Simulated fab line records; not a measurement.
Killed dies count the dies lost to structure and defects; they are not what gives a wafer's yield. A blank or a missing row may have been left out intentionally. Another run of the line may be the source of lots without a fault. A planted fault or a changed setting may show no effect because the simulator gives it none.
What tool caused it?	flow n5_finfet	24 lots, 72 wafers sampled, at 6 steps of a route of 1938

## WHAT THE GAUGES SHOWED, per wafer
The record lacks any reading of a measuring or inspecting step that a usual standard deviation could be used to judge.

## WHAT TOOL EACH LOT RAN ON (gives the tool, then ch and the chambers of the sampled wafers, and finally the start)
lot	N5_BEOL_M5_CURE_79	N5_BEOL_M5_HM_DEP_02	N5_BEOL_M5_ETCH_62	N5_BEOL_M5_ETCH_41	N5_BEOL_M5_SPUTTER_48	N5_BEOL_M5_ANNEAL_82
L074	uv_cure-01 ch 2, day 7 17:28	pvd_sputter-02, day 7 18:43	rie_diel-03 ch 1,2, day 7 19:50	rie_diel-06 ch 1,2, day 8 01:31 or earlier	pvd_sputter-03, day 8 01:31	pvd_sputter-03, day 8 02:41
L075	uv_cure-03 ch 0, day 8 08:24	pvd_sputter-02, day 8 10:05	rie_diel-04 ch 2,3, day 8 10:49	rie_diel-04 ch 1,2, day 8 17:06 or earlier	pvd_sputter-01, day 8 17:06	pvd_sputter-01, day 8 18:16
L076	uv_cure-01 ch 2, day 8 10:22	pvd_sputter-02, day 8 10:44	rie_diel-03 ch 1,2,3, day 8 11:23	rie_diel-06 ch 2,3, day 8 14:57 or earlier	pvd_sputter-03, day 8 14:57	pvd_sputter-03, day 8 16:07
L077	uv_cure-03 ch 1, day 8 17:13	pvd_sputter-02, day 8 17:53	rie_diel-04 ch 1,2,3, day 8 18:36	rie_diel-06 ch 0,2,3, day 8 22:30 or earlier	pvd_sputter-02, day 8 22:30	pvd_sputter-02, day 8 23:40
L079	uv_cure-03 ch 1, day 8 19:10	pvd_sputter-02, day 8 20:29	rie_diel-04 ch 0,1, day 8 21:13	rie_diel-03 ch 1,2,3, day 9 03:44 or earlier	pvd_sputter-02, day 9 03:44	pvd_sputter-02, day 9 04:54
L078	uv_cure-02 ch 1, day 8 19:13	pvd_sputter-02, day 8 20:45	rie_diel-04 ch 0,1,2, day 8 21:31	rie_diel-06 ch 0,1, day 9 04:40 or earlier	pvd_sputter-03, day 9 04:40	pvd_sputter-03, day 9 05:59
L080	uv_cure-01 ch 2, day 9 18:59	pvd_sputter-02, day 9 20:03	rie_diel-06 ch 0,1,2, day 9 20:41	rie_diel-04 ch 0,2,3, day 10 00:04 or earlier	pvd_sputter-02, day 10 00:04	pvd_sputter-02, day 10 01:14
L081	uv_cure-01 ch 0, day 10 01:31	pvd_sputter-01, day 10 02:24	rie_diel-03 ch 0,2,3, day 10 03:07	rie_diel-03 ch 1,2,3, day 10 07:08 or earlier	pvd_sputter-01, day 10 07:08	pvd_sputter-01, day 10 08:19
L082	uv_cure-01 ch 2, day 10 14:56	pvd_sputter-02, day 10 15:50	rie_diel-03 ch 2,3, day 10 16:34	rie_diel-06 ch 1,3, day 10 20:25 or earlier	pvd_sputter-03, day 10 20:25	pvd_sputter-03, day 10 21:35
L083	uv_cure-01 ch 2, day 10 22:26	pvd_sputter-02, day 10 23:59	rie_diel-04 ch 1,3, day 11 00:38	rie_diel-03 ch 0,2,3, day 11 03:28 or earlier	pvd_sputter-03, day 11 03:28	pvd_sputter-03, day 11 04:38
L084	uv_cure-01 ch 0, day 11 01:14	pvd_sputter-03, day 11 02:35	rie_diel-04 ch 0,1,2, day 11 03:19	rie_diel-03 ch 0,1,3, day 11 09:09 or earlier	pvd_sputter-01, day 11 09:09	pvd_sputter-01, day 11 10:19
L085	uv_cure-02 ch 2, day 11 05:20	pvd_sputter-01, day 11 08:11	rie_diel-03 ch 0,1, day 11 08:47	rie_diel-03 ch 0,1, day 11 13:59 or earlier	pvd_sputter-02, day 11 13:59	pvd_sputter-02, day 11 15:09
L086	uv_cure-02 ch 0, day 11 07:08	pvd_sputter-01, day 11 08:58	rie_diel-04 ch 0,3, day 11 09:41	rie_diel-06 ch 0,1,2, day 11 13:35 or earlier	pvd_sputter-01, day 11 13:35	pvd_sputter-01, day 11 14:45
L088	uv_cure-02 ch 0, day 11 16:01	pvd_sputter-03, day 11 18:47	rie_diel-06 ch 0,2,3, day 11 19:26	rie_diel-06 ch 1,2,3, day 11 22:46 or earlier	pvd_sputter-01, day 11 22:46	pvd_sputter-01, day 11 23:56
L087	uv_cure-01 ch 1, day 11 16:26	pvd_sputter-03, day 11 18:53	rie_diel-04 ch 1,2, day 11 19:36	rie_diel-03 ch 1,2,3, day 11 22:56 or earlier	pvd_sputter-02, day 11 22:56	pvd_sputter-02, day 12 00:05
L089	uv_cure-02 ch 0, day 12 05:49	pvd_sputter-01, day 12 06:52	rie_diel-04 ch 1,3, day 12 07:56	rie_diel-04 ch 1,2, day 12 13:16 or earlier	pvd_sputter-01, day 12 13:16	pvd_sputter-01, day 12 14:26
L091	uv_cure-02 ch 1, day 12 08:37	pvd_sputter-01, day 12 10:10	rie_diel-04 ch 1,2,3, day 12 11:13	rie_diel-03 ch 1,2,3, day 12 17:56 or earlier	pvd_sputter-03, day 12 17:56	pvd_sputter-03, day 12 19:06
L090	uv_cure-02 ch 1, day 12 12:47	pvd_sputter-02, day 12 13:22	rie_diel-03 ch 1,2,3, day 12 14:27	rie_diel-03 ch 0,3, day 12 19:04 or earlier	pvd_sputter-02, day 12 19:04	pvd_sputter-02, day 12 20:13
L092	uv_cure-02 ch 0, day 12 16:38	pvd_sputter-02, day 12 18:16	rie_diel-03 ch 2,3, day 12 19:31	rie_diel-03 ch 0,2,3, day 13 01:57 or earlier	pvd_sputter-01, day 13 01:57	pvd_sputter-01, day 13 03:07
L093	uv_cure-02 ch 2, day 13 05:13	pvd_sputter-01, day 13 06:27	rie_diel-03 ch 1,2, day 13 07:41	rie_diel-04 ch 1,2, day 13 10:56 or earlier	pvd_sputter-02, day 13 10:56	pvd_sputter-02, day 13 12:06
L094	uv_cure-02 ch 0, day 13 06:02	pvd_sputter-01, day 13 06:44	rie_diel-04 ch 0,1,2, day 13 07:57	rie_diel-04 ch 1,2, day 13 12:47 or earlier	pvd_sputter-01, day 13 12:47	pvd_sputter-01, day 13 13:58
L095	uv_cure-03 ch 1, day 13 20:23	pvd_sputter-02, day 13 21:46	rie_diel-03 ch 1,3, day 13 22:50	rie_diel-03 ch 0,1,3, day 14 03:00 or earlier	pvd_sputter-01, day 14 03:00	pvd_sputter-01, day 14 04:10
L096	uv_cure-02 ch 0, day 13 23:02	pvd_sputter-01, day 14 00:24	rie_diel-03 ch 0,1,3, day 14 01:02	rie_diel-03 ch 0,1,3, day 14 04:43 or earlier	pvd_sputter-02, day 14 04:43	pvd_sputter-02, day 14 05:53
L097	uv_cure-02 ch 0, day 14 04:23	pvd_sputter-03, day 14 07:02	rie_diel-04 ch 0,2,3, day 14 08:32	rie_diel-03 ch 1,3, day 14 13:06 or earlier	pvd_sputter-03, day 14 13:06	pvd_sputter-03, day 14 14:16
- N5_BEOL_M5_CURE_79: cures SiCOH lowk, time 240 s.
- N5_BEOL_M5_HM_DEP_02: deposits TiN, target thk 20 nm.
- N5_BEOL_M5_ETCH_62: etches SOC in N2/H2, target depth 75 nm, overetch 15 nm, time 112.5 s.
- N5_BEOL_M5_ETCH_41: etches SiCN in CH3F/O2, target depth 31.5 nm, time 56.7 s.
- N5_BEOL_M5_SPUTTER_48: material Cu, target thk 15 nm, time 27.62 s.
- N5_BEOL_M5_ANNEAL_82: time 1800 s.

## WHAT THE TOOLS THEMSELVES READ (means of the sampled wafers that have a number; where no wafer has one, the mark that the record gives instead)
N5_BEOL_M5_CURE_79.
lot	tool	lamp_power_pct (%)	wafer_temp_C_max
L074	uv_cure-01	52.35	387.7
L075	uv_cure-03	52.31	386.6
L076	uv_cure-01	52.29	388.3
L077	uv_cure-03	52.30	386.1
L079	uv_cure-03	52.27	386.6
L078	uv_cure-02	52.37	387.0
L080	uv_cure-01	52.31	386.9
L081	uv_cure-01	52.35	387.3
L082	uv_cure-01	52.29	387.5
L083	uv_cure-01	52.40	387.6
L084	uv_cure-01	52.32	387.5
L085	uv_cure-02	52.29	386.2
L086	uv_cure-02	52.30	386.9
L088	uv_cure-02	52.27	386.8
L087	uv_cure-01	52.32	387.1
L089	uv_cure-02	52.31	386.7
L091	uv_cure-02	52.36	386.9
L090	uv_cure-02	52.39	387.1
L092	uv_cure-02	52.28	386.9
L093	uv_cure-02	52.33	386.5
L094	uv_cure-02	52.32	387.1
L095	uv_cure-03	52.31	386.4
L096	uv_cure-02	52.33	386.6
L097	uv_cure-02	52.25	387.1

N5_BEOL_M5_HM_DEP_02.
lot	tool	chamber_pressure_pa (Pa)	throttle_valve_pct (%)
L074	pvd_sputter-02	0.5009	30.8
L075	pvd_sputter-02	0.5010	30.4
L076	pvd_sputter-02	0.4999	30.4
L077	pvd_sputter-02	0.4996	30.6
L079	pvd_sputter-02	0.4989	30.8
L078	pvd_sputter-02	0.5004	30.7
L080	pvd_sputter-02	0.4996	30.4
L081	pvd_sputter-01	0.5006	29.5
L082	pvd_sputter-02	0.4987	30.8
L083	pvd_sputter-02	0.4999	30.6
L084	pvd_sputter-03	0.4996	29.6
L085	pvd_sputter-01	0.4998	30.2
L086	pvd_sputter-01	0.4985	30.1
L088	pvd_sputter-03	0.4990	29.3
L087	pvd_sputter-03	0.5009	28.2
L089	pvd_sputter-01	0.5000	29.7
L091	pvd_sputter-01	0.5002	29.3
L090	pvd_sputter-02	0.5002	30.4
L092	pvd_sputter-02	0.5002	30.4
L093	pvd_sputter-01	0.4997	30.4
L094	pvd_sputter-01	0.4999	30.8
L095	pvd_sputter-02	0.5000	30.4
L096	pvd_sputter-01	0.5001	29.8
L097	pvd_sputter-03	0.5015	28.3

N5_BEOL_M5_ETCH_62.
lot	tool	drypump_motor_current_A (A)	h2_flow_sccm (sccm)	oes_product_au (a.u.)	rf_vpp_V (V)	showerhead_plenum_p_Torr (Torr)	throttle_valve_pct (%)
L074	rie_diel-03	5.5	200.2	0.58	525.1	2.58	17.92
L075	rie_diel-04	4.9	200.4	0.62	523.5	2.52	17.81
L076	rie_diel-03	5.5	199.7	0.59	524.6	2.54	18.02
L077	rie_diel-04	5.1	199.1	0.68	524.1	2.53	17.86
L079	rie_diel-04	5.7	200.1	0.72	524.9	2.55	18.01
L078	rie_diel-04	5.5	200.2	0.70	522.6	2.51	17.86
L080	rie_diel-06	6.0	199.2	0.59	522.9	2.50	17.86
L081	rie_diel-03	5.5	199.7	0.58	521.9	2.47	18.09
L082	rie_diel-03	5.4	199.6	0.57	525.0	2.57	18.10
L083	rie_diel-04	5.3	199.8	0.67	524.8	2.57	18.05
L084	rie_diel-04	5.4	200.1	0.68	523.0	2.51	17.89
L085	rie_diel-03	5.6	200.3	0.57	521.3	2.47	17.95
L086	rie_diel-04	5.3	199.9	0.58	522.6	2.50	17.97
L088	rie_diel-06	5.7	199.8	0.62	524.2	2.55	17.65
L087	rie_diel-04	5.1	200.1	0.70	523.4	2.51	17.78
L089	rie_diel-04	5.1	200.5	0.61	523.5	2.53	18.03
L091	rie_diel-04	5.1	199.8	0.64	523.7	2.52	17.91
L090	rie_diel-03	5.5	199.6	0.57	523.7	2.53	18.06
L092	rie_diel-03	5.5	200.1	0.57	523.2	2.49	18.18
L093	rie_diel-03	5.3	200.2	0.55	524.1	2.59	18.06
L094	rie_diel-04	5.5	200.2	0.65	523.0	2.50	17.92
L095	rie_diel-03	5.7	200.1	0.57	521.0	2.45	18.13
L096	rie_diel-03	5.7	200.0	0.57	520.5	2.43	18.08
L097	rie_diel-04	5.2	200.2	0.60	521.8	2.47	17.91

N5_BEOL_M5_ETCH_41.
lot	tool	drypump_motor_current_A (A)	oes_product_au (a.u.)	rf_vpp_V (V)	showerhead_plenum_p_Torr (Torr)	throttle_valve_pct (%)
L074	rie_diel-06	5.7	0.72	296.5	1.97	16.46
L075	rie_diel-04	5.3	0.96	296.5	2.01	16.29
L076	rie_diel-06	5.2	0.87	297.5	2.02	16.10
L077	rie_diel-06	5.7	0.81	297.2	2.02	16.14
L079	rie_diel-03	5.5	0.73	297.7	1.98	16.47
L078	rie_diel-06	6.0	0.78	295.8	1.95	16.42
L080	rie_diel-04	5.2	0.79	296.9	1.95	16.31
L081	rie_diel-03	5.5	0.72	297.3	1.98	16.48
L082	rie_diel-06	5.3	0.86	297.1	1.99	16.19
L083	rie_diel-03	5.5	0.72	295.9	1.94	16.55
L084	rie_diel-03	5.7	0.72	295.3	1.90	16.44
L085	rie_diel-03	5.7	0.72	295.1	1.88	16.36
L086	rie_diel-06	6.0	0.74	296.3	1.97	16.40
L088	rie_diel-06	5.5	0.78	296.6	1.98	16.35
L087	rie_diel-03	5.5	0.71	296.6	1.98	16.50
L089	rie_diel-04	5.3	0.89	297.2	2.00	16.34
L091	rie_diel-03	5.5	0.71	297.3	1.97	16.50
L090	rie_diel-03	5.7	0.72	294.7	1.87	16.60
L092	rie_diel-03	5.5	0.71	295.7	1.93	16.56
L093	rie_diel-04	5.3	0.87	298.1	2.00	16.37
L094	rie_diel-04	5.0	0.85	296.4	1.97	16.27
L095	rie_diel-03	5.7	0.70	295.5	1.89	16.49
L096	rie_diel-03	5.7	0.71	295.2	1.89	16.49
L097	rie_diel-03	5.7	0.70	295.2	1.91	16.59

N5_BEOL_M5_SPUTTER_48.
lot	tool	chamber_pressure_pa (Pa)	throttle_valve_pct (%)
L074	pvd_sputter-03	0.07003	29.4
L075	pvd_sputter-01	0.06993	29.0
L076	pvd_sputter-03	0.06992	29.7
L077	pvd_sputter-02	0.06995	30.8
L079	pvd_sputter-02	0.06999	30.1
L078	pvd_sputter-03	0.07004	29.8
L080	pvd_sputter-02	0.06995	30.7
L081	pvd_sputter-01	0.06986	29.7
L082	pvd_sputter-03	0.07000	29.2
L083	pvd_sputter-03	0.06994	29.2
L084	pvd_sputter-01	0.06980	29.8
L085	pvd_sputter-02	0.07001	30.6
L086	pvd_sputter-01	0.07000	30.2
L088	pvd_sputter-01	0.07005	29.6
L087	pvd_sputter-02	0.06998	30.5
L089	pvd_sputter-01	0.07009	30.2
L091	pvd_sputter-03	0.07008	28.7
L090	pvd_sputter-02	0.06997	30.8
L092	pvd_sputter-01	0.06994	29.8
L093	pvd_sputter-02	0.07002	30.6
L094	pvd_sputter-01	0.06999	29.8
L095	pvd_sputter-01	0.07024	29.1
L096	pvd_sputter-02	0.07006	30.5
L097	pvd_sputter-03	0.07018	29.7

N5_BEOL_M5_ANNEAL_82.
lot	tool	heater_power_w (W)
L074	pvd_sputter-03	805
L075	pvd_sputter-01	862
L076	pvd_sputter-03	882
L077	pvd_sputter-02	911
L079	pvd_sputter-02	1008
L078	pvd_sputter-03	775
L080	pvd_sputter-02	922
L081	pvd_sputter-01	772
L082	pvd_sputter-03	876
L083	pvd_sputter-03	801
L084	pvd_sputter-01	686
L085	pvd_sputter-02	994
L086	pvd_sputter-01	710
L088	pvd_sputter-01	829
L087	pvd_sputter-02	927
L089	pvd_sputter-01	785
L091	pvd_sputter-03	846
L090	pvd_sputter-02	917
L092	pvd_sputter-01	767
L093	pvd_sputter-02	981
L094	pvd_sputter-01	777
L095	pvd_sputter-01	776
L096	pvd_sputter-02	993
L097	pvd_sputter-03	840

## THE ANSWER, worked out from the rows above alone
Rule: the lots themselves supply what counts as usual. Put in order of their means at a reading, lots are off if they are a third of the lots or fewer, leave a main group of 4 or more, and stand apart from it by a gap of 3 or more times the standard deviation of the main group's means; of several such gaps the widest counts. If all means in a main group match to the digits the tables above print for the reading, that group is not used. Also off: a lot with no number at a reading for which 4 or more lots have one. Where the step has rows for the other lots, those lots are counted as sound. First the gauges in route order, then the tools' own readings, where a lot's mean is used as printed above. The first step at which some lot is off is used, and at that step the reading that is off furthest; a lot without a number counts as furthest.
Across all readings shown, no lot is off: no conclusion can be drawn from this.

## WHAT THE SIMULATOR HAD PUT IN
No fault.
